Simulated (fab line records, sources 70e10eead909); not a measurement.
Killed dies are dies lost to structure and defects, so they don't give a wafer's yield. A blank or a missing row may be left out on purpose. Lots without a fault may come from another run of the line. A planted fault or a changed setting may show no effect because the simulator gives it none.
Chamber matching | flow nand_harc | NHARC_A_STAIRCASE_STRIP_476 on rie_diel-09: 4 sister chambers
The step strips in O2, time 20 s. 8 wafers are shown with their chamber, then 7 later ones without.

WAFERS WITH THEIR CHAMBER
wafer  | chamber | drypump_motor_current_A (A) | showerhead_plenum_p_Torr (Torr)
L088.5 | 3       | 4.8                         | 3.56
L087.1 | 2       | 5.8                         | 3.58
L087.2 | 0       | 5.6                         | 3.67
L087.4 | 3       | 4.8                         | 3.56
L087.5 | 0       | 5.7                         | 3.67
L087.6 | 1       | 5.8                         | 3.62
L094.3 | 1       | 5.8                         | 3.61
L094.4 | 2       | 5.7                         | 3.57

WAFERS WITHOUT THEIR CHAMBER
wafer  | drypump_motor_current_A (A) | showerhead_plenum_p_Torr (Torr)
L094.5 | 5.8                         | 3.61
L096.1 | 5.8                         | 3.61
L096.2 | 5.7                         | 3.67
L096.3 | 4.8                         | 3.55
L097.2 | 5.8                         | 3.60
L097.3 | 5.7                         | 3.67
L097.6 | 5.7                         | 3.67

WHICH CHAMBER EACH WENT THROUGH
wafer  | from the rows above | in truth
L094.5 | 1                   | 1
L096.1 | 1                   | 1
L096.2 | 0                   | 0
L096.3 | 3                   | 3
L097.2 | 1                   | 1
L097.3 | 0                   | 0
L097.6 | 0                   | 0
Placed correctly: 7 of 7. Can't be placed from these rows: 0. Placed wrongly: 0.
How it was worked out, from the rows above alone: a wafer's distance from a chamber is the root of the sum, over the readings, of the square of ((its reading less the chamber's mean) divided by the reading's scatter). The wafer belongs to the nearest chamber; if the next one is less than 2 further off, it can't be placed. A chamber's mean is the mean of its shown wafers. The scatter: the root of (the sum of the squares of (reading less its chamber's mean) over the shown wafers, divided by (wafers less chambers)).
